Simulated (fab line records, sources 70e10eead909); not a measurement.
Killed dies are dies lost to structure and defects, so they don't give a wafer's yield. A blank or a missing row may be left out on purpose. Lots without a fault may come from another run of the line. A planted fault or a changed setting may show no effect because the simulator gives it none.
Chamber matching | flow nand_harc | NHARC_A_ZERO_WELL_ETCH_19 on rie_diel-05: 3 sister chambers
The step etches the open film in N2/H2, target depth 80 nm, overetch 24 nm, time 87.88 s. 14 wafers are shown with their chamber, then 4 later ones without.

WAFERS WITH THEIR CHAMBER
wafer  | chamber | drypump_motor_current_A (A) | rf_vpp_V (V) | oes_product_au (a.u.)
L933.2 | 2       | 6.0                         | 430.3        | 1.003
L933.4 | 3       | 5.3                         | 427.4        | 1.004
L933.6 | 3       | 5.3                         | 427.9        | 1.005
L934.1 | 2       | 6.0                         | 431.7        | 1.009
L934.5 | 0       | 6.9                         | 429.7        | 1.010
L934.6 | 3       | 5.3                         | 429.8        | 1.013
L938.1 | 3       | 5.3                         | 428.4        | 1.006
L938.2 | 0       | 6.9                         | 428.9        | 1.008
L938.6 | 3       | 5.3                         | 429.6        | 1.015
L939.1 | 2       | 6.0                         | 430.8        | 1.017
L939.2 | 0       | 6.9                         | 431.5        | 1.006
L939.4 | 3       | 5.4                         | 427.5        | 1.016
L944.1 | 2       | 6.0                         | 429.3        | 1.010
L944.4 | 3       | 5.3                         | 428.1        | 0.999

SIGNATURES (means of the wafers above)
reading                 | chamber 0 | chamber 2 | chamber 3 | scatter within a chamber
drypump_motor_current_A | 6.900     | 6.000     | 5.314     | 0.0279
rf_vpp_V                | 430.033   | 430.525   | 428.386   | 1.05
oes_product_au          | 1.00800   | 1.00975   | 1.00829   | 0.00567
Rule: a wafer's distance from a chamber is the root of the sum, over the readings, of the square of ((its reading less the chamber's mean) divided by the reading's scatter). The wafer belongs to the nearest chamber; if the next one is less than 2 further off, it can't be placed. The scatter: the root of (the sum of the squares of (reading less its chamber's mean) over the shown wafers, divided by (wafers less chambers)).

WAFERS WITHOUT THEIR CHAMBER
wafer  | drypump_motor_current_A (A) | rf_vpp_V (V) | oes_product_au (a.u.)
L946.1 | 6.0                         | 430.2        | 1.005
L946.3 | 6.9                         | 432.2        | 0.995
L949.2 | 5.3                         | 428.3        | 1.016
L949.3 | 6.9                         | 431.2        | 1.019

WHICH CHAMBER EACH WENT THROUGH
wafer  | from the rows above | in truth
L946.1 | 2                   | 2
L946.3 | 0                   | 0
L949.2 | 3                   | 3
L949.3 | 0                   | 0
Placed correctly: 4 of 4. Can't be placed from these rows: 0. Placed wrongly: 0.
